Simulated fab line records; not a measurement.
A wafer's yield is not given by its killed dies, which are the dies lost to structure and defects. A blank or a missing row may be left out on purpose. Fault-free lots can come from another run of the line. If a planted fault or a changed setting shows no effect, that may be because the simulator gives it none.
Chamber matching ; flow n5Finfet ; aldSin-01 running N5_MOL_CONTACT_COAG_ALD_133: 4 sister chambers
The step deposits SiO2, target thk 5 nm, pulse time 1 s, co reactant pulse time 1 s. 8 wafers are shown with their chamber, then 7 later ones without.

== WAFERS PAIRED WITH THEIR CHAMBERS ==
wafer;chamber;heaterPowerW (W);chamberPressureTorr (Torr)
L078.2;3;75;2.004
L078.6;0;78;1.996
L079.6;1;86;2.000
L088.2;2;98;1.998
L088.3;0;78;2.002
L088.6;1;82;2.001
L093.1;3;75;1.998
L093.5;2;97;2.002

== WAFERS MISSING THEIR CHAMBER ==
wafer;heaterPowerW (W);chamberPressureTorr (Torr)
L093.6;84;2.000
L096.1;83;1.996
L096.4;74;1.989
L096.6;78;1.999
L097.1;99;1.992
L097.2;79;1.993
L097.4;75;2.002

== CHAMBER TAKEN BY EACH ==
wafer;from the rows above;in truth
L093.6;1;1
L096.1;1;1
L096.4;can't be placed: 3 or 0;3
L096.6;0;0
L097.1;2;2
L097.2;can't be placed: 0 or 3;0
L097.4;can't be placed: 3 or 0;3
Correctly placed: 4 of 7. From these rows, 3 cannot be placed; in 3 the true chamber is one of the candidates. 0 placed wrongly.
How it was worked out, from the rows above alone: a wafer's distance from a chamber is the root of the sum, over the readings, of the square of ((its reading less the chamber's mean) divided by the reading's scatter). The wafer belongs to the nearest chamber; if the next one is less than 2 further off, it can't be placed. Each chamber's mean is taken over the wafers shown for it. The scatter is the square root of a quotient: the sum, over the shown wafers, of each reading's squared deviation from its chamber's mean, divided by wafers minus chambers.
